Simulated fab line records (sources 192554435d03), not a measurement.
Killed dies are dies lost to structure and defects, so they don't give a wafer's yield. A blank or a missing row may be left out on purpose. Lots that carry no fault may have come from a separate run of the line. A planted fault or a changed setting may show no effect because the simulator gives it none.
What tool caused it? + flow n5 finfet + 9 lots with 27 wafers sampled at 4 steps, on a route of 1938 steps

== WHAT THE GAUGES READ, wafer by wafer ==
N5_SD_EPI_N_CD_MEAS_09: target cd 120 nm.
| lot  | measured    | on        | cd nm (nm)        |
|------|-------------|-----------|-------------------|
| L964 | day 3 05:03 | cd sem-02 | 118.7 118.2 117.9 |
| L967 | day 4 01:47 | cd sem-02 | 119.6 119.8 120.7 |
| L971 | day 5 01:28 | cd sem-01 | 120.7 121.3 120.3 |
| L980 | day 7 05:35 | cd sem-01 | 127.6 128.3 126.9 |
| L981 | day 7 15:21 | cd sem-03 | 120.6 119.9 120.6 |
| L982 | day 7 21:09 | cd sem-02 | 123.9 124.9 124.1 |
| L983 | day 8 00:53 | cd sem-03 | 121.0 120.4 121.0 |
| L984 | day 8 08:18 | cd sem-02 | 120.7 121.5 120.7 |
| L986 | day 8 22:59 | cd sem-02 | 119.9 120.2 119.4 |

== EACH LOT AND THE TOOL THAT RAN IT (in order: tool; ch and the chambers of the sampled wafers; start) ==
| lot  | N5_DUMMY_GATE_STRIP_40            | N5_DUMMY_GATE_STRIP_48            | N5_SD_EPI_N_EXPOSE_06             |
|------|-----------------------------------|-----------------------------------|-----------------------------------|
| L964 | rie diel-06 ch 1,2,3, day 3 03:13 | rie diel-01 ch 0,2,3, day 3 03:52 | arfi scanner-01 ch 0, day 3 04:56 |
| L967 | rie diel-01 ch 2,3, day 3 23:38   | rie diel-02 ch 0,1,3, day 4 00:17 | arfi scanner-02 ch 0, day 4 01:40 |
| L971 | rie diel-02 ch 0,2,3, day 4 23:36 | rie diel-01 ch 0,1,3, day 5 00:14 | arfi scanner-01 ch 0, day 5 01:20 |
| L980 | rie diel-01 ch 0,2, day 7 03:03   | rie diel-01 ch 0,1,3, day 7 03:41 | arfi scanner-01 ch 0, day 7 05:28 |
| L981 | rie diel-06 ch 0,3, day 7 13:20   | rie diel-06 ch 0,1,3, day 7 14:10 | arfi scanner-02 ch 0, day 7 15:14 |
| L982 | rie diel-01 ch 2,3, day 7 19:19   | rie diel-02 ch 0,2,3, day 7 19:58 | arfi scanner-01 ch 0, day 7 21:01 |
| L983 | rie diel-01 ch 0,1,3, day 7 22:25 | rie diel-01 ch 0,2,3, day 7 23:42 | arfi scanner-02 ch 0, day 8 00:46 |
| L984 | rie diel-02 ch 0,2,3, day 8 06:28 | rie diel-06 ch 1,2,3, day 8 07:06 | arfi scanner-03 ch 0, day 8 08:11 |
| L986 | rie diel-06 ch 0,1,2, day 8 21:10 | rie diel-06 ch 0,1,2, day 8 21:48 | arfi scanner-03 ch 0, day 8 22:52 |
- N5_DUMMY_GATE_STRIP_40: strips in CF4.
- N5_DUMMY_GATE_STRIP_48: strips in N2/H2, time 20 s.
- N5_SD_EPI_N_EXPOSE_06: exposes mask SD N BLK, target cd 120 nm.

== AS READ BY THE TOOLS THEMSELVES (means over the sampled wafers that have a number; for cases with no such wafer, the mark the record gives instead) ==
N5_DUMMY_GATE_STRIP_40.
| lot  | tool        | bias power w (W) | drypump motor current A (A) | oes product au (a.u.) | rf fwd power W (W) | rf vpp V (V) | showerhead plenum p Torr (Torr) | throttle valve pct (%) |
|------|-------------|------------------|-----------------------------|-----------------------|--------------------|--------------|---------------------------------|------------------------|
| L964 | rie diel-06 | 74.95            | 5.53                        | 0.79                  | 292.3              | 272.4        | 1.85                            | 13.39                  |
| L967 | rie diel-01 | 75.04            | 5.33                        | 0.83                  | 292.5              | 272.3        | 1.83                            | 13.73                  |
| L971 | rie diel-02 | 74.88            | 5.41                        | 0.79                  | 292.3              | 271.6        | 1.79                            | 13.44                  |
| L980 | rie diel-01 | 74.89            | 5.62                        | 0.71                  | 291.7              | 271.1        | 1.81                            | 13.94                  |
| L981 | rie diel-06 | 75.17            | 5.81                        | 0.75                  | 293.4              | 271.5        | 1.82                            | 13.63                  |
| L982 | rie diel-01 | 75.15            | 5.53                        | 0.74                  | 293.4              | 272.3        | 1.83                            | 13.94                  |
| L983 | rie diel-01 | 75.00            | 5.35                        | 0.76                  | 291.6              | 271.5        | 1.79                            | 13.62                  |
| L984 | rie diel-02 | 74.99            | 5.43                        | 0.76                  | 292.1              | 271.3        | 1.79                            | 13.47                  |
| L986 | rie diel-06 | 75.01            | 5.51                        | 0.70                  | 293.2              | 271.4        | 1.81                            | 13.74                  |

N5_DUMMY_GATE_STRIP_48.
| lot  | tool        | bias power w (W) | drypump motor current A (A) | n2 flow sccm (sccm) | oes product au (a.u.) | rf vpp V (V) | showerhead plenum p Torr (Torr) | throttle valve pct (%) |
|------|-------------|------------------|-----------------------------|---------------------|-----------------------|--------------|---------------------------------|------------------------|
| L964 | rie diel-01 | 3.002            | 5.45                        | 299.7               | 0.81                  | 45.5         | 3.39                            | 12.26                  |
| L967 | rie diel-02 | 3.000            | 5.38                        | 300.0               | 0.80                  | 45.9         | 3.35                            | 12.20                  |
| L971 | rie diel-01 | 2.996            | 5.36                        | 299.5               | 0.79                  | 46.2         | 3.38                            | 12.18                  |
| L980 | rie diel-01 | 2.999            | 5.37                        | 300.2               | 0.78                  | 46.2         | 3.37                            | 12.21                  |
| L981 | rie diel-06 | 2.992            | 5.69                        | 300.1               | 0.76                  | 45.3         | 3.42                            | 12.19                  |
| L982 | rie diel-02 | 2.998            | 5.44                        | 300.1               | 0.76                  | 45.7         | 3.38                            | 12.14                  |
| L983 | rie diel-01 | 3.004            | 5.46                        | 300.2               | 0.77                  | 44.6         | 3.37                            | 12.35                  |
| L984 | rie diel-06 | 2.996            | 5.58                        | 300.0               | 0.76                  | 45.3         | 3.47                            | 12.13                  |
| L986 | rie diel-06 | 2.993            | 5.52                        | 300.0               | 0.70                  | 45.4         | 3.40                            | 12.38                  |

N5_SD_EPI_N_EXPOSE_06.
| lot  | tool            | exposure dose mJ cm2 |
|------|-----------------|----------------------|
| L964 | arfi scanner-01 | 39.73                |
| L967 | arfi scanner-02 | 39.78                |
| L971 | arfi scanner-01 | 39.76                |
| L980 | arfi scanner-01 | 43.57                |
| L981 | arfi scanner-02 | 39.75                |
| L982 | arfi scanner-01 | 42.81                |
| L983 | arfi scanner-02 | 39.76                |
| L984 | arfi scanner-03 | 39.72                |
| L986 | arfi scanner-03 | 39.75                |

== THE ANSWER, worked out from the rows above alone ==
Rule: the usual values come from the lots themselves. Put in order of their means at a reading, lots are off if they are a third of the lots or fewer, leave a main group of 4 or more, and stand apart from it by a gap of 3 or more times the standard deviation of the main group's means; of several such gaps the widest counts. The tables above print the reading to a certain number of digits; a main group whose means all agree to those digits is not used. Also off: a lot with no number at a reading for which 4 or more lots have one. Where the step has rows for the other lots, those lots are counted as sound. Order of review: gauges by route order, followed by the tools' own readings, for which a lot's mean as printed above is used. At the first step where some lot is off, the reading lying furthest off is the one used; lots without a number count as furthest.
Off at N5_SD_EPI_N_CD_MEAS_09 (cd nm): L980, L982. For the main group the mean is 120.1 nm and the standard deviation 0.86.
A tool fits if, at a process step before that reading, it ran every lot that is off, and no sound lot after the first of them. The gauges at N5_SD_EPI_N_CD_MEAS_09 aren't tried: what is off there is off at N5_SD_EPI_N_EXPOSE_06 too, on other tools, and a gauge's error can't cause that. One fits: arfi scanner-01 at N5_SD_EPI_N_EXPOSE_06. Its last sound lot is L971 (day 5 01:20), its first lot that is off L980 (day 7 05:28): a fault that began between those two fits.
The tool's own readings at N5_SD_EPI_N_EXPOSE_06 bear it out: on the lots that are off they differ by more than 5 times the standard deviation of the sound lots' means. exposure dose mJ cm2 reads 43.19 there against 39.75 on the sound lots.

== WHAT WAS PUT IN BY THE SIMULATOR ==
Process parameters drifting: arfi scanner-01 at N5_SD_EPI_N_EXPOSE_06, beginning at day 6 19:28. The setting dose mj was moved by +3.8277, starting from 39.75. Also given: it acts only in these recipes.
Shown lots that were struck: L980, L982. This agrees with what the rule above found.
